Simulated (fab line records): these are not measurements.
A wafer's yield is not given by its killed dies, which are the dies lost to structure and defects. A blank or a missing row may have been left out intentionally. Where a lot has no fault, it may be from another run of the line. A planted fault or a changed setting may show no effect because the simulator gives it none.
Lot-split experiment	flow n5 finfet	21 wafers read across 7 lots, on a route 1938 steps long

== ABOUT THE SPLIT ==
At N5_SD_EPI_N_ETCH_45 (etches SiOCN in CH3F/O2, target depth 6 nm), the setting target depth a was moved away from the recipe's 60 angstrom on 11 of the 21 wafers read, by -11.5% to +9.7%. All remaining wafers had this setting at the recipe value.

Reading taken at the split's own step.

== THE READING ==
etch.depth nm (the simulator's own value, which no gauge read), in nm, at N5_SD_EPI_N_ETCH_45 (etches SiOCN in CH3F/O2, target depth 6 nm). The file does not state a usual value for it. The 10 wafers here that ran the recipe average 6.021 nm, standard deviation 0.094 nm.

wafer	tool, chamber at the split	target depth a as run, angstrom	against the recipe	etch.depth nm, nm	against lot-mates on the recipe
L076.3	rie diel-03, 1	60	recipe	5.825	-
L076.5	rie diel-03, 1	61.85	+3.1%	6.018	+0.193
L076.6	rie diel-03, 2	61.85	+3.1%	6	+0.175
L077.1	rie diel-06, 0	53.21	-11.3%	5.257	-0.803
L077.3	rie diel-06, 2	60	recipe	6.06	-
L077.4	rie diel-06, 1	53.21	-11.3%	5.412	-0.648
L079.2	rie diel-04, 0	60	recipe	6.05	-
L079.4	rie diel-04, 2	65.84	+9.7%	6.732	+0.682
L079.6	rie diel-04, 0	65.84	+9.7%	6.689	+0.639
L080.3	rie diel-04, 3	53.99	-10.0%	5.504	no lot-mate on the recipe
L080.4	rie diel-04, 0	53.99	-10.0%	5.391	no lot-mate on the recipe
L080.6	rie diel-04, 2	53.99	-10.0%	5.443	no lot-mate on the recipe
L083.3	rie diel-06, 3	60	recipe	5.94	-
L083.4	rie diel-06, 1	60	recipe	6.116	-
L083.5	rie diel-06, 3	60	recipe	5.931	-
L092.1	rie diel-04, 2	60	recipe	6.048	-
L092.4	rie diel-04, 2	60	recipe	6.037	-
L092.5	rie diel-04, 3	60	recipe	6.17	-
L097.4	rie diel-03, 0	53.11	-11.5%	5.295	-0.740
L097.5	rie diel-03, 3	60	recipe	6.035	-
L097.6	rie diel-03, 0	53.11	-11.5%	5.282	-0.753

THE FIT
A straight line over all 21 wafers: etch.depth nm changes by +0.0608 nm for each +1% of target depth a; r = +0.97; the points scatter about the line by 0.11 nm.
The same after taking each lot's own level away (the mean of its wafers on the recipe; 18 wafers): +0.0654 nm for each +1%; r = +0.99; scatter 0.055 nm.
Per that fit: largest target depth a move, reading shift of 0.75 nm.
The span of the lots' own levels, 5.8250 to 6.0850 nm, comes to 2.8 times the standard deviation stated above.
The two slopes are in agreement: the lot-to-lot level therefore moves the slope only a little.
Check: -0.75 nm against its lot-mates is what the line predicts for one of the wafers moved furthest among these (-11.5%) when that wafer is left out of the fit. It came out at -0.74 nm against them.

== ADDITIONAL SPLITS CARRIED BY THESE WAFERS ==
These wafers also went through other splits before the reading. Each is held against what the fit with the lots' levels taken away leaves over:
other split on the same wafers	wafers away from the commonest value	r with etch.depth nm (lot level and that fit taken away)
N5_WELL_APT_EXPOSE_05 dose mj	6	+0.21
N5_WELL_APT_PEB_06 peb temp c	5	+0.08
N5_FIN_SAQP_ETCH_64 bias w	9	-0.14
N5_SD_EPI_N_COAT_03 spin rpm	6	+0.09

== FILE'S OWN FIT ==
etch.depth nm changes by +0.0653 nm for each +1% of target depth a, r = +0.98.
